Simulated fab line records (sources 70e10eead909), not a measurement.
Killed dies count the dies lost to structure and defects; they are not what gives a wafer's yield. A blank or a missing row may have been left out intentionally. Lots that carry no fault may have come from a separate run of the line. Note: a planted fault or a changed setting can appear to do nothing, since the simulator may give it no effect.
Chamber matching ; flow nand harc ; NHARC_A_WL_FILL_ALD_10 on ald hk-02: 4 sister chambers
The step deposits SiO2, target thk 50 nm, pulse time 10 s, ald cycles 500. 4 wafers are shown with their chamber, then 9 later ones without.

EACH WAFER AND ITS CHAMBER
wafer;chamber;heater power w (W)
L084.5;1;401
L091.1;0;476
L091.2;2;440
L091.4;3;423

WAFERS MISSING THEIR CHAMBER
wafer;heater power w (W)
L092.2;441
L092.4;406
L092.6;445
L094.1;403
L094.4;450
L094.5;400
L097.2;465
L097.4;416
L097.6;423

THE CHAMBER EACH PASSED THROUGH
wafer;from the rows above;in truth
L092.2;2;2
L092.4;can't be placed: 1 or 3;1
L092.6;2;2
L094.1;1;1
L094.4;2;2
L094.5;1;1
L097.2;0;0
L097.4;can't be placed: 3 or 1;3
L097.6;3;3
Correct placement for 7 of the 9. From these rows, 2 cannot be placed; in 2 the true chamber is one of the candidates. 0 placed wrongly.
How it was worked out, from the rows above alone: a wafer's distance from a chamber is the root of the sum, over the readings, of the square of ((its reading less the chamber's mean) divided by the reading's scatter). If the next closest chamber is less than 2 further off than the closest, the wafer can't be placed; otherwise it belongs to the closest. For every chamber, the mean is computed from those of its wafers that are shown. The scatter: root of mean squared gap, hidden wafer to nearest shown wafer, with one shown wafer a chamber.
